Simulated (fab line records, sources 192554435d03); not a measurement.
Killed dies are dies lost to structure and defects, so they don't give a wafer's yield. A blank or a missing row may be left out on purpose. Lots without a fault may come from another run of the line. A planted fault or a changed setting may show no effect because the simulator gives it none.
Split-lot experiment | flow n5_finfet | 7 lots, 21 wafers read, on a route of 1938 steps

THE SPLIT
At N5_SD_EPI_P_ETCH_37 (etches SOC in N2/H2, overetch 108 nm, time 486 s), the setting source_w was moved away from the recipe's 3000 W on 9 of the 21 wafers read, by -18.0% to +14.8%. The other wafers ran this setting at the recipe's value.

The reading is taken at the split's own step.

THE READING
rf_vpp_V, in V, at N5_SD_EPI_P_ETCH_37 (etches SOC in N2/H2, overetch 108 nm, time 486 s). Fault-free wafers of this fab line usually give 241.0 V, standard deviation 1.2 V.

wafer  | tool, chamber at the split | source_w as run, W | against the recipe | rf_vpp_V, V | against lot-mates on the recipe
L079.1 | rie_diel-02, 2             | 3000               | recipe             | 240.9       | -
L079.3 | rie_diel-02, 3             | 3000               | recipe             | 240.5       | -
L079.5 | rie_diel-02, 2             | 3000               | recipe             | 240.5       | -
L080.2 | rie_diel-06, 3             | 3000               | recipe             | 240.9       | -
L080.4 | rie_diel-06, 1             | 2542               | -15.3%             | 253.8       | +12.9
L080.5 | rie_diel-06, 1             | 2542               | -15.3%             | 253.6       | +12.7
L084.2 | rie_diel-03, 0             | 3000               | recipe             | 239.4       | -
L084.3 | rie_diel-03, 3             | 2460               | -18.0%             | 258.3       | +18.9
L084.4 | rie_diel-03, 2             | 2460               | -18.0%             | 260.5       | +21.1
L089.2 | rie_diel-06, 2             | 3000               | recipe             | 241.3       | -
L089.3 | rie_diel-06, 1             | 3000               | recipe             | 241.0       | -
L089.6 | rie_diel-06, 0             | 3000               | recipe             | 240.8       | -
L091.3 | rie_diel-03, 3             | 2589               | -13.7%             | 254.2       | +13.3
L091.5 | rie_diel-03, 1             | 2589               | -13.7%             | 253.6       | +12.7
L091.6 | rie_diel-03, 3             | 3000               | recipe             | 240.9       | -
L096.1 | rie_diel-03, 0             | 2663               | -11.2%             | 249.9       | +8.6
L096.4 | rie_diel-03, 2             | 2663               | -11.2%             | 251.0       | +9.7
L096.5 | rie_diel-03, 2             | 3000               | recipe             | 241.3       | -
L097.2 | rie_diel-02, 3             | 3000               | recipe             | 240.0       | -
L097.4 | rie_diel-02, 0             | 3445               | +14.8%             | 231.6       | -8.7
L097.6 | rie_diel-02, 3             | 3000               | recipe             | 240.5       | -

THE FIT
A straight line over all 21 wafers: rf_vpp_V changes by -0.886 V for each +1% of source_w; r = -0.98; the points scatter about the line by 1.4 V.
The same after taking each lot's own level away (the mean of its wafers on the recipe; 21 wafers): -0.892 V for each +1%; r = -0.98; scatter 1.7 V.
On that fit, the largest move of source_w shifts the reading by 16 V.
The lots' own levels span 239.40 to 241.30 V, that is 1.6 times the standard deviation above.
So the lot-to-lot level changes the slope little: the two slopes agree.
Check: with one of the wafers moved furthest among these (-18.0%) left out of the fit, the line predicts +16.1 V for it against its lot-mates. It came out at +18.9 V against them.
Tool readings at the split's step, against how far the setting was moved: rf_vpp_V r = -0.98.

OTHER SPLITS ON THESE WAFERS
These wafers also went through other splits before the reading. Each is held against what the fit with the lots' levels taken away leaves over:
other split on the same wafers            | wafers away from the commonest value | r with rf_vpp_V (lot level and that fit taken away)
N5_WELL_APT_EXPOSE_05 dose_mj             | 5                                    | -0.18
N5_WELL_APT_DESCUM_13 time_s              | 7                                    | -0.25
N5_PMOS_HMC_CHANNEL_EPI_EXPOSE_06 dose_mj | 7                                    | +0.34
N5_PMOS_HMC_CHANNEL_EPI_PEB_07 peb_time_s | 7                                    | -0.20
N5_SD_EPI_N_ETCH_45 target_depth_a        | 8                                    | +0.00
N5_SD_EPI_P_PEB_07 peb_time_s             | 7                                    | -0.35

THE FILE'S OWN FIT
rf_vpp_V changes by -0.883 V for each +1% of source_w, r = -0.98.
